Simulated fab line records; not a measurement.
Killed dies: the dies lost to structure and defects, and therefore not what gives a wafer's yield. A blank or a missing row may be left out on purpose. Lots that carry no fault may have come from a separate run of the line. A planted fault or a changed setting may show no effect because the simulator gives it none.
What tool caused it?	flow n5Finfet	9 lots with 27 wafers sampled at 3 steps, on a route of 1938 steps

WHAT THE GAUGES SHOWED, per wafer
N5_BEOL_M15_CD_MEAS_10: the cd target is 360 nm.
lot	measured	on	cdNm (nm)
L623	day 11 06:01	cdSem-02	360.8 361.5 362.9
L624	day 11 16:11	cdSem-03	362.4 361.6 362.6
L625	day 12 04:23	cdSem-03	363.0 359.3 360.7
L626	day 12 07:55	cdSem-03	360.9 356.0 360.0
L628	day 12 16:19	cdSem-02	347.7 346.4 346.1
L632	day 13 10:26	cdSem-02	352.6 353.2 352.4
L633	day 14 08:48	cdSem-02	350.7 351.1 352.5
L636	day 14 18:29	cdSem-02	360.4 360.5 361.3
L641	day 16 09:47	cdSem-01	358.8 362.4 360.4

WHICH TOOL RAN EACH LOT (tool, then ch and the chambers of the sampled wafers, then the start)
lot	N5_BEOL_M14_DEGAS_41	N5_BEOL_M15_EXPOSE_07
L623	pvdSputter-02, day 11 03:50	krfScanner-01 ch 0, day 11 05:52
L624	pvdSputter-03, day 11 14:18	krfScanner-01 ch 0, day 11 16:01
L625	pvdSputter-01, day 12 01:51	krfScanner-01 ch 0, day 12 04:13
L626	pvdSputter-02, day 12 06:01	krfScanner-01 ch 0, day 12 07:44
L628	pvdSputter-01, day 12 14:17	krfScanner-01 ch 0, day 12 16:10
L632	pvdSputter-03, day 13 08:18	krfScanner-01 ch 0, day 13 10:16
L633	pvdSputter-01, day 14 06:36	krfScanner-01 ch 0, day 14 08:38
L636	pvdSputter-02, day 14 16:37	krfScanner-02 ch 0, day 14 18:19
L641	pvdSputter-03, day 16 07:46	krfScanner-02 ch 0, day 16 09:37
- N5_BEOL_M14_DEGAS_41: time 60 s.
- N5_BEOL_M15_EXPOSE_07: exposes mask V14.

THE ANSWER, worked out from the rows above alone
Rule: usual is defined by the lots themselves. Put in order of their means at a reading, lots are off if they are a third of the lots or fewer, leave a main group of 4 or more, and stand apart from it by a gap of 3 or more times the standard deviation of the main group's means; of several such gaps the widest counts. If all means in a main group match to the digits the tables above print for the reading, that group is not used. A lot without any number at a reading at which 4 lots or more have one is off too. The other lots that the step has rows for count as sound.
Off, at N5_BEOL_M15_CD_MEAS_10 on cdNm: L628, L632, L633. Main group: mean 360.9 nm, sd 1.
A tool fits if, at a process step before that reading, it ran every lot that is off, and no sound lot after the first of them. The gauges at N5_BEOL_M15_CD_MEAS_10 are tried like those tools. One fits: krfScanner-01 at N5_BEOL_M15_EXPOSE_07. A fault onset in the window from L626 (day 12 07:44, its last sound lot) to L628 (day 12 16:10, its first lot off) fits.

WHAT HAD BEEN PUT IN BY THE SIMULATOR
Process parameters drifting: krfScanner-01 at N5_BEOL_M15_EXPOSE_07, beginning at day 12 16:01. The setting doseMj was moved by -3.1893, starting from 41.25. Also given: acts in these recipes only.
Struck lots among those shown: L628, L632, L633. The rule above reached the same finding.
